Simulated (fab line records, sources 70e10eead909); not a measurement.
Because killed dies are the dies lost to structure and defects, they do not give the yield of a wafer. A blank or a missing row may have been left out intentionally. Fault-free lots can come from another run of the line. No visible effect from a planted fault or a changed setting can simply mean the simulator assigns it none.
Matching of chambers + flow nandHarc + NHARC_A_CONTACT_DESCUM_47 on rieDiel-04 has 4 sister chambers
The step chemistry O2, time 3 s. 8 wafers are shown with their chamber, then 8 later ones without.

## EACH WAFER AND ITS CHAMBER
| wafer  | chamber | drypumpMotorCurrentA (A) | showerheadPlenumPTorr (Torr) |
|--------|---------|--------------------------|------------------------------|
| L463.1 | 1       | 5.2                      | 1.89                         |
| L463.5 | 1       | 5.2                      | 1.89                         |
| L466.2 | 3       | 6.3                      | 1.93                         |
| L466.4 | 0       | 6.8                      | 2.07                         |
| L470.1 | 3       | 6.2                      | 1.92                         |
| L470.3 | 2       | 5.7                      | 1.99                         |
| L470.4 | 0       | 6.8                      | 2.07                         |
| L474.1 | 2       | 5.7                      | 1.99                         |

## WAFERS WITH NO CHAMBER GIVEN
| wafer  | drypumpMotorCurrentA (A) | showerheadPlenumPTorr (Torr) |
|--------|--------------------------|------------------------------|
| L474.4 | 6.3                      | 1.92                         |
| L474.5 | 5.7                      | 1.99                         |
| L475.1 | 5.7                      | 1.98                         |
| L475.5 | 6.8                      | 2.07                         |
| L475.6 | 6.3                      | 1.92                         |
| L476.1 | 6.3                      | 1.92                         |
| L476.2 | 5.7                      | 1.98                         |
| L476.6 | 5.1                      | 1.88                         |

## WHICH CHAMBER EACH WENT THROUGH
| wafer  | from the rows above | in truth |
|--------|---------------------|----------|
| L474.4 | 3                   | 3        |
| L474.5 | 2                   | 2        |
| L475.1 | 2                   | 2        |
| L475.5 | 0                   | 0        |
| L475.6 | 3                   | 3        |
| L476.1 | 3                   | 3        |
| L476.2 | 2                   | 2        |
| L476.6 | 1                   | 1        |
8 of 8 placed correctly. Not placeable from these rows: 0. 0 placed wrongly.
How it was worked out, from the rows above alone: a wafer's distance from a chamber is the root of the sum, over the readings, of the square of ((its reading less the chamber's mean) divided by the reading's scatter). If the next closest chamber is less than 2 further off than the closest, the wafer can't be placed; otherwise it belongs to the closest. For every chamber, the mean is computed from those of its wafers that are shown. The scatter is the square root of a quotient: the sum, over the shown wafers, of each reading's squared deviation from its chamber's mean, divided by wafers minus chambers.
